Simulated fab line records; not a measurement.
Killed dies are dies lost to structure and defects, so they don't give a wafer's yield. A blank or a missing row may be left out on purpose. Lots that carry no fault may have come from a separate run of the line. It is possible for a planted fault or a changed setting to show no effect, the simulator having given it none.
fab line records | flow n5-finfet
[record] lots = 24 wafers = 72 last-day = 21
route steps=1938 shown BEOL_M1@770
lots that met no fault: taken from a fault-free run of the same line
start-h: hours from the record's first day to the start of the lot's first wafer shown | wait-h: hours elapsed since this lot's preceding step | " as in the row above | L1.1+2: one row covering several wafers at once | - no value, or no start given | * or withheld: withheld | < > ~ a bound
route shown NAME@n: names a module that has steps shown in the file, with the first one's number in the route | usual: the fault-free wafers' mean and standard deviation | same: alike in all rows | chamber/n: place in a boat | sites: each site's reading | _std_site: how widely they spread, as a standard deviation | _edge_site: mean of outer sites minus mean of inner sites | radius-mm: how far each site lies from the wafer's centre | mask NAME#n: copy n | behind: tool/chamber where the wafer was last shaped | hold: cause of the lot's hold/its duration in hours/its outcome | device: which transistor (n, p or np) failed to switch | end of line: the tests these same wafers got at the end of their route | a step without rows: its recipe alone | killed: count of dies lost to structure and defects at first sort (not the wafer's yield) | map: shows each die of a wafer: x if killed, . if not, _ if none is there
set.NAME: the setting as run; set.NAME@STEP: as run at that earlier step | model.NAME: the simulator's own value behind a step, which no gauge read
the route's steps for a sample of lots (tables are steps, rows are wafers)
services: from which hour (start-h, from the record's first day; less than 0 if before it) a tool's chamber was out of use, for how many hours, and why
[[steps]]
[step N5_BEOL_M1_ETCH_64]
[recipe] chemistry = N2/H2 target = SOC target-depth-a = 750 overetch-a = 150 mask-material = SiARC temp-c = 40 time-s = 112.5 ion-energy-ev = 200 pressure-mtorr = 30 source-w = 840 bias-w = 150 n2-flow-sccm = 200 h2-flow-sccm = 200
[usual] drypump-motor-current-A = 5.6/0.37 oes-product-au = 0.62/0.064 rf-vpp-V = 523.4/2.8 showerhead-plenum-p-Torr = 2.52/0.1 temp-c = 40.01/0.11 throttle-valve-pct = 17.8/0.33
// columns lot.wafer tool chamber start-h wait-h drypump-motor-current-A oes-product-au rf-hours-counter-h rf-vpp-V showerhead-plenum-p-Torr temp-c throttle-valve-pct
L074.3 rie-diel-02 3 134.44 0.0 5.4 0.71 19 530.5 2.70 39.77 17.5
L074.4 " 0 " " 5.8 0.67 53 521.8 2.46 39.93 17.6
L074.5 " 2 " " 5.9 0.57 - 519.3 2.45 40.05 18.1
L076.2 rie-diel-06 0 139.63 0.0 5.7 0.56 246 522.0 2.49 40.14 17.7
L076.5 " 3 " " 5.4 0.54 - 519.8 2.41 40.13 18.4
L076.6 " 2 " " 5.8 0.59 - 527.2 2.65 40.03 17.4
L077.2 rie-diel-06 1 152.61 0.0 5.6 0.63 120 519.9 2.42 39.97 18.0
L077.3 " 2 " " 5.8 0.59 155 527.4 2.65 39.98 17.4
L077.6 " 1 " " 5.7 0.63 - 520.9 2.42 39.73 18.0
L075.1 rie-diel-06 3 155.36 0.0 5.4 0.54 245 518.4 2.41 40.08 18.4
L075.4 " 2 " " 5.8 0.59 - 526.4 2.65 40.05 17.4
L075.5 " 1 " " 5.6 0.63 - 520.4 2.42 40.19 18.0
L078.1 rie-diel-02 3 159.53 0.0 5.4 0.70 26 527.7 2.70 40.01 17.4
L078.4 " 1 " " 4.8 0.61 145 523.6 2.54 39.93 18.0
L078.6 " 2 " " 5.8 0.57 - 520.2 2.44 39.95 18.1
L079.2 rie-diel-02 1 161.04 0.0 4.9 0.61 145 525.4 2.54 40.15 18.0
L079.3 " 3 " " 5.4 0.70 27 526.5 2.70 40.06 17.5
L079.4 " 0 " " 5.8 0.66 61 522.8 2.45 39.96 17.6
L080.2 rie-diel-06 3 164.91 0.0 5.4 0.54 249 520.7 2.41 40.10 18.5
L080.4 " 2 " " 5.8 0.59 - 527.0 2.64 40.17 17.4
L080.5 " 3 " " 5.4 0.53 - 520.5 2.41 40.12 18.5
L081.1 rie-diel-02 3 170.43 0.0 5.4 0.68 30 527.6 2.70 40.11 17.5
L081.2 " 2 " " 5.8 0.57 181 520.1 2.44 39.89 18.2
L081.6 " 0 " " 5.8 0.66 - 521.3 2.45 40.18 17.6
L082.1 rie-diel-06 3 174.77 0.0 5.4 0.53 253 520.9 2.41 40.17 18.5
L082.3 " 0 " " 5.7 0.80 1 522.4 2.49 40.15 17.2
L082.6 " 0 " " 5.7 0.80 - 522.9 2.49 40.05 17.2
L083.1 rie-diel-03 0 180.13 0.0 5.2 0.53 243 523.6 2.49 39.94 18.1
L083.2 " 3 " " 6.5 0.61 129 522.8 2.54 40.11 17.6
L083.5 " 2 " " 6.0 0.57 - 520.5 2.42 39.99 17.6
L084.1 rie-diel-02 2 190.20 0.0 5.8 0.57 189 520.8 2.44 39.95 18.1
L084.3 " 0 " " 5.8 0.65 71 520.2 2.45 39.91 17.6
L084.5 " 0 " " 5.8 0.65 - 522.1 2.45 40.05 17.6
L085.2 rie-diel-02 0 195.27 0.0 5.8 0.66 73 523.1 2.45 39.74 17.6
L085.3 " 3 " " 5.4 0.68 40 527.6 2.69 39.93 17.5
L085.6 " 0 " " 5.8 0.65 - 521.1 2.45 39.89 17.6
L086.3 rie-diel-02 2 196.92 0.0 5.9 0.57 191 520.6 2.44 40.10 18.2
L086.5 " 0 " " 5.8 0.65 - 522.1 2.45 39.87 17.6
L086.6 " 1 " " 4.8 0.60 - 522.1 2.53 39.93 18.1
L087.1 rie-diel-02 2 202.94 0.0 5.9 0.56 192 521.2 2.44 40.03 18.2
L087.2 " 1 " " 4.9 0.60 161 523.9 2.53 40.03 18.1
L087.6 " 3 " " 5.4 0.67 - 528.0 2.69 39.99 17.5
L088.1 rie-diel-06 3 207.20 0.0 5.4 0.78 1 528.4 2.73 39.98 18.1
L088.5 " 1 " " 5.6 0.61 - 522.3 2.41 40.10 18.0
L088.6 " 2 " " 5.8 0.58 - 526.5 2.64 40.03 17.4
L089.1 rie-diel-03 0 221.08 0.0 5.2 0.74 2 523.0 2.49 39.88 17.6
L089.2 " 2 " " 6.0 0.55 203 521.5 2.42 40.00 17.6
L089.5 " 1 " " 5.9 0.57 - 526.7 2.62 40.04 17.8
L090.2 rie-diel-02 2 224.89 0.0 5.9 0.55 200 521.4 2.43 40.02 18.2
L090.3 " 3 " " 5.4 0.66 50 528.2 2.69 40.10 17.5
L090.6 " 2 " " 5.9 0.56 - 519.8 2.43 40.01 18.2
L091.3 rie-diel-06 3 229.31 0.0 5.4 0.75 8 528.4 2.72 40.03 18.1
L091.4 " 0 " " 5.7 0.74 21 523.0 2.48 39.82 17.2
L091.6 " 2 " " 5.8 0.57 - 525.9 2.63 40.03 17.4
L092.3 rie-diel-03 2 233.52 0.0 6.0 0.55 207 519.5 2.42 40.01 17.6
L092.5 " 3 " " 6.5 0.59 - 524.7 2.53 40.01 17.7
L092.6 " 2 " " 6.0 0.55 - 520.7 2.42 39.96 17.6
L093.1 rie-diel-02 2 237.64 0.0 5.9 0.56 205 522.1 2.43 40.31 18.2
L093.3 " 0 " " 5.8 0.63 91 522.4 2.44 40.00 17.7
L093.6 " 0 " " 5.8 0.63 - 521.3 2.44 40.02 17.7
L094.1 rie-diel-03 3 244.36 0.0 6.5 0.59 153 522.4 2.53 39.99 17.6
L094.3 " 0 " " 5.2 0.72 10 522.6 2.49 40.06 17.6
L094.4 " 2 " " 6.0 0.56 211 520.2 2.41 40.01 17.6
L095.1 rie-diel-03 0 251.43 0.0 5.2 0.71 12 522.4 2.49 39.85 17.6
L095.3 " 3 " " 6.5 0.59 156 524.5 2.53 39.89 17.6
L095.6 " 1 " " 5.9 0.56 - 526.3 2.61 40.02 17.9
L096.1 rie-diel-06 2 259.03 0.0 5.8 0.57 195 525.5 2.63 39.98 17.5
L096.5 " 0 " " 5.7 0.73 - 521.4 2.48 39.92 17.3
L096.6 " 3 " " 5.4 0.74 - 528.3 2.72 39.82 18.1
L097.2 rie-diel-06 0 265.99 0.0 5.7 0.72 32 521.2 2.48 39.82 17.3
L097.3 " 1 " " 5.6 0.60 162 521.6 2.41 40.07 18.1
L097.6 " 0 " " 5.7 0.71 - 521.8 2.48 39.98 17.3
[step N5_BEOL_M1_OVL_MEAS_29]
[recipe] points-per-wafer = 522
[usual] V0_OVL = -0.1/0.65
// columns lot.wafer tool chamber start-h wait-h V0_OVL[nm]
L074.3 overlay-01 0 135.28 0.0 -0.3
L074.4 " 0 " " 0.2
L074.5 " 0 " " -0.6
L076.2 overlay-02 0 140.55 0.0 -0.8
L076.5 " 0 " " 0.1
L076.6 " 0 " " -1.0
L077.2 overlay-02 0 153.32 0.0 0.6
L077.3 " 0 " " 0.3
L077.6 " 0 " " -0.1
L075.1 overlay-01 0 156.08 0.0 -0.3
L075.4 " 0 " " 0.7
L075.5 " 0 " " 0.2
L078.1 overlay-02 0 160.51 0.0 -0.3
L078.4 " 0 " " -0.1
L078.6 " 0 " " -0.4
L079.2 overlay-01 0 161.88 0.0 1.0
L079.3 " 0 " " -0.5
L079.4 " 0 " " -0.1
L080.2 overlay-02 0 165.74 0.0 -0.3
L080.4 " 0 " " 0.8
L080.5 " 0 " " -0.1
L081.1 overlay-02 0 171.33 0.0 -0.2
L081.2 " 0 " " -0.2
L081.6 " 0 " " 0.0
L082.1 overlay-01 0 175.47 0.0 -0.1
L082.3 " 0 " " -0.7
L082.6 " 0 " " -0.3
L083.1 overlay-02 0 180.96 0.0 -0.6
L083.2 " 0 " " 0.1
L083.5 " 0 " " 0.4
L084.1 overlay-01 0 191.13 0.0 -0.9
L084.3 " 0 " " -0.5
L084.5 " 0 " " -0.8
L085.2 overlay-01 0 196.08 0.0 -1.3
L085.3 " 0 " " -1.4
L085.6 " 0 " " -0.6
L086.3 overlay-01 0 197.78 0.0 -0.3
L086.5 " 0 " " -1.6
L086.6 " 0 " " -0.3
L087.1 overlay-01 0 203.64 0.0 1.1
L087.2 " 0 " " 0.6
L087.6 " 0 " " 0.0
L088.1 overlay-01 0 208.05 0.0 0.8
L088.5 " 0 " " 1.9
L088.6 " 0 " " 0.0
L089.1 overlay-01 0 221.96 0.0 -1.2
L089.2 " 0 " " -1.6
L089.5 " 0 " " -1.1
L090.2 overlay-01 0 225.72 0.0 -0.1
L090.3 " 0 " " 0.3
L090.6 " 0 " " -0.3
L091.3 overlay-02 0 230.14 0.0 0.3
L091.4 " 0 " " -0.4
L091.6 " 0 " " -1.2
L092.3 overlay-01 0 234.41 0.0 -0.4
L092.5 " 0 " " -0.6
L092.6 " 0 " " 0.9
L093.1 overlay-02 0 238.35 0.0 0.9
L093.3 " 0 " " 0.2
L093.6 " 0 " " 1.0
L094.1 overlay-02 0 245.15 0.0 -0.5
L094.3 " 0 " " -0.5
L094.4 " 0 " " 1.0
L095.1 overlay-02 0 252.16 0.0 -0.9
L095.3 " 0 " " -0.2
L095.6 " 0 " " -0.3
L096.1 overlay-02 0 259.73 0.0 -0.5
L096.5 " 0 " " -0.3
L096.6 " 0 " " -0.8
L097.2 overlay-01 0 266.82 0.0 0.3
L097.3 " 0 " " -0.3
L097.6 " 0 " " -0.7
[step N5_BEOL_M1_ALD_84]
[recipe] material = TaN target-thk-a = * temp-c = 275 ald-precursor-family = PDMAT ald-co-reactant = NH3 pressure-torr = 3 carrier-flow-sccm = 1500 pulse-time-s = 2 purge-time-s = 3 co-reactant-purge-time-s = 2 co-reactant-pulse-time-s = 3 ald-cycles = 30 precursor-vessel-temp-c = 75 precursor-vessel-pressure-torr = 26.25 precursor-vessel-carrier-sccm = 1000
[usual] heater-power-outer-w = 240/27 heater-power-w = 432/47
[same] co-reactant-pulse-time-s = 3
// columns lot.wafer tool chamber start-h wait-h heater-power-outer-w heater-power-w since-wet-clean-h
L074.3 ald-metal-02 0 139.94 0.0 190 342 5957
L074.4 " 3 " " 245 441 5957
L074.5 " 0 " " 185 344 -
L076.2 ald-metal-04 0 146.31 0.0 283 532 2886
L076.5 " 3 " " 258 472 -
L076.6 " 0 " " 284 512 -
L077.2 ald-metal-03 2 166.15 0.1 207 391 4444
L077.3 " 0 " " 251 460 4444
L077.6 " 0 " " 247 470 -
L078.1 ald-metal-04 1 166.15 0.1 222 404 2906
L078.4 " 3 " " 263 470 2906
L078.6 " 1 " " 227 414 -
L075.1 ald-metal-02 2 166.36 0.2 252 394 5983
L075.4 " 3 " " 252 442 5983
L075.5 " 2 " " 256 398 -
L079.2 ald-metal-02 1 169.85 0.1 257 466 5987
L079.3 " 2 " " 250 403 5987
L079.4 " 0 " " 189 346 5987
L080.2 ald-metal-02 2 171.17 0.1 255 404 5988
L080.4 " 0 " " 181 352 5988
L080.5 " 0 " " 184 354 -
L081.1 ald-metal-03 2 179.86 0.1 206 377 4458
L081.2 " 1 " " 220 357 4458
L081.6 " 2 " " 205 386 -
L082.1 ald-metal-02 0 179.86 0.0 184 343 5997
L082.3 " 3 " " 247 440 5997
L082.6 " 3 " " 241 446 -
L083.1 ald-metal-04 0 183.18 0.1 286 513 2923
L083.2 " 2 " " 221 470 2923
L083.5 " 2 " " 226 466 -
L085.2 ald-metal-04 1 198.50 0.0 229 411 2938
L085.3 " 2 " " 222 457 2938
L085.6 " 1 " " 222 414 -
L084.1 ald-metal-02 3 198.71 0.2 252 457 6016
L084.3 " 2 " " 257 404 6016
L084.5 " 2 " " 258 407 -
L086.3 ald-metal-04 2 207.67 0.0 226 460 2947
L086.5 " 0 " " 291 513 -
L086.6 " 1 " " 221 411 -
L087.1 ald-metal-02 2 212.07 0.1 252 406 6029
L087.2 " 3 " " 244 442 6029
L087.6 " 1 " " 264 469 -
L088.1 ald-metal-04 3 223.65 0.1 262 463 2963
L088.5 " 2 " " 225 469 -
L088.6 " 1 " " 226 415 -
L089.1 ald-metal-02 1 223.82 0.1 259 473 6041
L089.2 " 0 " " 188 352 6041
L089.5 " 3 " " 245 442 -
L090.2 ald-metal-04 0 228.31 0.1 283 523 2968
L090.3 " 2 " " 225 452 2968
L090.6 " 1 " " 223 416 -
L091.3 ald-metal-02 3 233.18 0.3 247 449 6050
L091.4 " 1 " " 254 457 6050
L091.6 " 2 " " 253 417 -
L092.3 ald-metal-03 0 237.70 0.2 247 440 4516
L092.5 " 0 " " 244 456 -
L092.6 " 1 " " 209 373 -
L093.1 ald-metal-03 3 240.52 0.0 265 463 4519
L093.3 " 1 " " 215 373 4519
L093.6 " 0 " " 250 453 -
L094.1 ald-metal-04 0 253.58 0.2 294 513 2993
L094.3 " 1 " " 230 411 2993
L094.4 " 3 " " 261 458 2993
L095.1 ald-metal-02 1 259.47 0.3 265 475 6076
L095.3 " 3 " " 247 443 6076
L095.6 " 2 " " 250 394 -
L096.1 ald-metal-03 3 266.21 0.1 257 458 4545
L096.5 " 3 " " 259 459 -
L096.6 " 1 " " 218 374 -
L097.2 ald-metal-02 3 269.80 0.0 241 448 6087
L097.3 " 0 " " 185 346 6087
L097.6 " 1 " " 264 470 -
[step N5_BEOL_M1_SURFACE_TREAT_85]
[recipe] gas = Ar time-s = * ion-energy-ev = * ion-current-ma-cm2 = 0.5 pressure-mtorr = * ar-flow-sccm = 30
[usual] throttle-valve-pct = *
// columns lot.wafer tool chamber start-h wait-h throttle-valve-pct
L074.3 pvd-sputter-01 - 141.77 1.7 *
L074.4 " - " " *
L074.5 " - " " *
L076.2 pvd-sputter-01 - 146.59 0.2 *
L076.5 " - " " *
L076.6 " - " " *
L077.2 pvd-sputter-03 - 166.49 0.2 *
L077.3 " - " " *
L077.6 " - " " *
L078.1 pvd-sputter-03 - 166.53 0.3 *
L078.4 " - " " *
L078.6 " - " " *
L075.1 pvd-sputter-02 - 166.59 0.1 *
L075.4 " - " " *
L075.5 " - " " *
L079.2 pvd-sputter-01 - 170.17 0.2 *
L079.3 " - " " *
L079.4 " - " " *
L080.2 pvd-sputter-03 - 171.51 0.2 *
L080.4 " - " " *
L080.5 " - " " *
L081.1 pvd-sputter-03 - 180.15 0.2 *
L081.2 " - " " *
L081.6 " - " " *
L082.1 pvd-sputter-03 - 180.19 0.2 *
L082.3 " - " " *
L082.6 " - " " *
L083.1 pvd-sputter-01 - 183.48 0.2 *
L083.2 " - " " *
L083.5 " - " " *
L085.2 pvd-sputter-01 - 198.88 0.3 *
L085.3 " - " " *
L085.6 " - " " *
L084.1 pvd-sputter-02 - 198.95 0.1 *
L084.3 " - " " *
L084.5 " - " " *
L086.3 pvd-sputter-01 - 207.94 0.2 *
L086.5 " - " " *
L086.6 " - " " *
L087.1 pvd-sputter-02 - 214.36 2.2 *
L087.2 " - " " *
L087.6 " - " " *
L088.1 pvd-sputter-03 - 223.88 0.1 *
L088.5 " - " " *
L088.6 " - " " *
L089.1 pvd-sputter-01 - 224.14 0.2 *
L089.2 " - " " *
L089.5 " - " " *
L090.2 pvd-sputter-01 - 228.54 0.1 *
L090.3 " - " " *
L090.6 " - " " *
L091.3 pvd-sputter-01 - 233.68 0.4 *
L091.4 " - " " *
L091.6 " - " " *
L092.3 pvd-sputter-02 - 237.99 0.2 *
L092.5 " - " " *
L092.6 " - " " *
L093.1 pvd-sputter-01 - 240.80 0.2 *
L093.3 " - " " *
L093.6 " - " " *
L094.1 pvd-sputter-01 - 254.04 0.4 *
L094.3 " - " " *
L094.4 " - " " *
L095.1 pvd-sputter-01 - 259.77 0.2 *
L095.3 " - " " *
L095.6 " - " " *
L096.1 pvd-sputter-01 - 266.48 0.2 *
L096.5 " - " " *
L096.6 " - " " *
L097.2 pvd-sputter-03 - 270.03 0.1 *
L097.3 " - " " *
L097.6 " - " " *
[step N5_BEOL_M1_ANNEAL_82]
[recipe] temp-c = 400 time-s = 240 ambient = vacuum
[usual] heater-power-w = 815/110
// columns lot.wafer tool chamber start-h wait-h heater-power-w
L074.3 pvd-sputter-01 - 142.53 0.0 1003
L074.4 " - " " 767
L074.5 " - " " 978
L076.2 pvd-sputter-02 - 147.39 0.0 696
L076.5 " - " " 679
L076.6 " - " " 780
L077.2 pvd-sputter-01 - 167.39 0.0 688
L077.3 " - " " 767
L077.6 " - " " 804
L078.1 pvd-sputter-03 - 167.41 0.0 771
L078.4 " - " " 734
L078.6 " - " " 785
L075.1 pvd-sputter-02 - 169.11 0.0 1035
L075.4 " - " " 701
L075.5 " - " " 699
L079.2 pvd-sputter-02 - 170.95 0.0 666
L079.3 " - " " 1009
L079.4 " - " " 764
L080.2 pvd-sputter-02 - 172.79 0.0 764
L080.4 " - " " 1021
L080.5 " - " " 808
L081.1 pvd-sputter-01 - 180.90 0.0 687
L081.2 " - " " 772
L081.6 " - " " 772
L082.1 pvd-sputter-03 - 181.09 0.0 870
L082.3 " - " " 763
L082.6 " - " " 875
L083.1 pvd-sputter-03 - 184.29 0.0 748
L083.2 " - " " 777
L083.5 " - " " 891
L085.2 pvd-sputter-01 - 199.72 0.0 1020
L085.3 " - " " 744
L085.6 " - " " 773
L084.1 pvd-sputter-01 - 201.56 0.0 1004
L084.3 " - " " 781
L084.5 " - " " 780
L086.3 pvd-sputter-01 - 208.76 0.0 1006
L086.5 " - " " 769
L086.6 " - " " 772
L087.1 pvd-sputter-02 - 215.16 0.0 768
L087.2 " - " " 791
L087.6 " - " " 793
L088.1 pvd-sputter-01 - 224.70 0.0 763
L088.5 " - " " 780
L088.6 " - " " 771
L089.1 pvd-sputter-03 - 225.16 0.0 970
L089.2 " - " " 756
L089.5 " - " " 865
L090.2 pvd-sputter-03 - 230.91 0.0 886
L090.3 " - " " 978
L090.6 " - " " 781
L091.3 pvd-sputter-01 - 234.42 0.0 696
L091.4 " - " " 767
L091.6 " - " " 726
L092.3 pvd-sputter-03 - 238.82 0.0 758
L092.5 " - " " 746
L092.6 " - " " 784
L093.1 pvd-sputter-01 - 241.56 0.0 1007
L093.3 " - " " 691
L093.6 " - " " 789
L094.1 pvd-sputter-01 - 254.82 0.0 777
L094.3 " - " " 710
L094.4 " - " " 775
L095.1 pvd-sputter-01 - 260.67 0.0 755
L095.3 " - " " 766
L095.6 " - " " 987
L096.1 pvd-sputter-02 - 268.39 0.0 788
L096.5 " - " " 1034
L096.6 " - " " 682
L097.2 pvd-sputter-03 - 270.91 0.0 780
L097.3 " - " " 864
L097.6 " - " " 790
[step N5_BEOL_M1_SPUTTER_88]
[recipe] material = Cu target-thk-a = 45 temp-c = -20 chamber-pressure-pa = 0.07 power-w = withheld time-s = 8.29
[usual] throttle-valve-pct = 30.2/1.3
// columns lot.wafer tool chamber start-h wait-h throttle-valve-pct
L074.3 pvd-sputter-01 - 142.89 0.1 31.9
L074.4 " - " " 31.6
L074.5 " - " " 32.1
L076.2 pvd-sputter-02 - 147.75 0.1 29.0
L076.5 " - " " 28.9
L076.6 " - " " 30.7
L077.2 pvd-sputter-01 - 167.75 0.1 30.0
L077.3 " - " " 31.5
L077.6 " - " " 28.6
L078.1 pvd-sputter-03 - 167.77 0.1 28.6
L078.4 " - " " 28.2
L078.6 " - " " 29.2
L075.1 pvd-sputter-02 - 169.47 0.1 30.4
L075.4 " - " " 29.0
L075.5 " - " " 29.0
L079.2 pvd-sputter-02 - 171.31 0.1 28.9
L079.3 " - " " 30.6
L079.4 " - " " 30.5
L080.2 pvd-sputter-02 - 173.15 0.1 30.7
L080.4 " - " " 30.7
L080.5 " - " " 30.6
L081.1 pvd-sputter-01 - 181.26 0.1 30.0
L081.2 " - " " 28.9
L081.6 " - " " 29.0
L082.1 pvd-sputter-03 - 181.45 0.1 32.1
L082.3 " - " " 28.2
L082.6 " - " " 31.9
L083.1 pvd-sputter-03 - 184.65 0.1 28.2
L083.2 " - " " 28.9
L083.5 " - " " 32.0
L085.2 pvd-sputter-01 - 200.08 0.1 31.9
L085.3 " - " " 31.8
L085.6 " - " " 31.4
L084.1 pvd-sputter-01 - 201.92 0.1 31.9
L084.3 " - " " 28.9
L084.5 " - " " 28.8
L086.3 pvd-sputter-01 - 209.12 0.1 32.1
L086.5 " - " " 28.6
L086.6 " - " " 31.6
L087.1 pvd-sputter-02 - 215.52 0.1 30.4
L087.2 " - " " 30.5
L087.6 " - " " 30.4
L088.1 pvd-sputter-01 - 225.06 0.1 31.4
L088.5 " - " " 28.6
L088.6 " - " " 31.7
L089.1 pvd-sputter-03 - 225.52 0.1 30.0
L089.2 " - " " 28.4
L089.5 " - " " 31.7
L090.2 pvd-sputter-03 - 231.27 0.1 31.9
L090.3 " - " " 30.0
L090.6 " - " " 29.1
L091.3 pvd-sputter-01 - 234.78 0.1 30.1
L091.4 " - " " 29.0
L091.6 " - " " 31.4
L092.3 pvd-sputter-03 - 239.18 0.1 28.9
L092.5 " - " " 28.1
L092.6 " - " " 28.7
L093.1 pvd-sputter-01 - 241.92 0.1 32.2
L093.3 " - " " 30.3
L093.6 " - " " 28.7
L094.1 pvd-sputter-01 - 255.18 0.1 31.4
L094.3 " - " " 30.1
L094.4 " - " " 28.6
L095.1 pvd-sputter-01 - 261.03 0.1 31.6
L095.3 " - " " 28.8
L095.6 " - " " 31.7
L096.1 pvd-sputter-02 - 268.75 0.1 30.6
L096.5 " - " " 30.5
L096.6 " - " " 29.1
L097.2 pvd-sputter-03 - 271.27 0.1 29.0
L097.3 " - " " 32.2
L097.6 " - " " 28.8
[[services]]
// columns tool chamber start-h hours kind
pvd-sputter-02 - 113.98 5.4 repair
ald-metal-02 - 114.20 0.7 repair
pvd-sputter-03 - 115.44 3.8 repair
rie-diel-03 2 118.77 6.3 repair
rie-diel-06 0 152.53 - clean
rie-diel-06 0 152.53 - consumable-replace:focus-ring
rie-diel-06 0 152.53 21.1 scheduled-down
rie-diel-06 0 152.53 21.1 vent-cycle
ald-metal-03 3 160.13 24.5 repair
rie-diel-06 3 179.10 4.1 repair
rie-diel-06 3 183.24 - clean
rie-diel-06 3 183.24 - consumable-replace:focus-ring
rie-diel-06 3 183.24 - consumable-replace:showerhead
rie-diel-06 3 183.24 21.2 scheduled-down
rie-diel-06 3 183.24 21.2 vent-cycle
pvd-sputter-03 - 189.21 0.6 repair
rie-diel-03 0 200.42 - clean
ald-metal-03 - 207.08 6.0 pm
ald-metal-04 - 232.24 2.8 pm
pvd-sputter-02 - 256.23 2.3 repair
rie-diel-02 2 261.12 1.7 repair
ald-metal-03 2 264.01 4.8 repair
rie-diel-03 3 264.21 16.9 repair
rie-diel-03 0 266.87 9.2 repair
[[key]]
fault none
